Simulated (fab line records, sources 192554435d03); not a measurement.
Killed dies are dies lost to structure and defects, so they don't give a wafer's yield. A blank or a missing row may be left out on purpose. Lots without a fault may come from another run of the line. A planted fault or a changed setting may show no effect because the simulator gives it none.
Chamber matching | flow n5_finfet | N5_BEOL_M13_ILD_DEP_00 on pecvd-03: 3 sister chambers
The step deposits SiOC from DEMS/O2, target thk 837.92 nm, time 166.4 s. 3 wafers are shown with their chamber, then 11 later ones without.

WAFERS WITH THEIR CHAMBER
wafer  | chamber | throttle_valve_pct (%)
L087.3 | 1       | 11.5
L087.4 | 0       | 11.9
L089.2 | 2       | 11.2

WAFERS WITHOUT THEIR CHAMBER
wafer  | throttle_valve_pct (%)
L089.4 | 12.0
L089.5 | 11.2
L091.1 | 12.0
L091.3 | 11.5
L091.4 | 12.2
L093.3 | 11.8
L093.5 | 11.5
L093.6 | 11.3
L095.1 | 11.7
L095.4 | 11.8
L095.6 | 12.1

WHICH CHAMBER EACH WENT THROUGH
wafer  | from the rows above     | in truth
L089.4 | 0                       | 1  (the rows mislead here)
L089.5 | 2                       | 2
L091.1 | 0                       | 0
L091.3 | 1                       | 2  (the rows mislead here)
L091.4 | 0                       | 0
L093.3 | can't be placed: 0 or 1 | 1
L093.5 | 1                       | 1
L093.6 | can't be placed: 2 or 1 | 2
L095.1 | can't be placed: 1 or 0 | 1
L095.4 | can't be placed: 0 or 1 | 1
L095.6 | 0                       | 0
Placed correctly: 5 of 11. Can't be placed from these rows: 4 (the true chamber is among the candidates in 4). Placed wrongly: 2.
How it was worked out, from the rows above alone: a wafer's distance from a chamber is the root of the sum, over the readings, of the square of ((its reading less the chamber's mean) divided by the reading's scatter). The wafer belongs to the nearest chamber; if the next one is less than 2 further off, it can't be placed. A chamber's mean is the mean of its shown wafers. The scatter: with one shown wafer a chamber, the root of the mean of the squares of how far each hidden wafer lies from its nearest shown one.
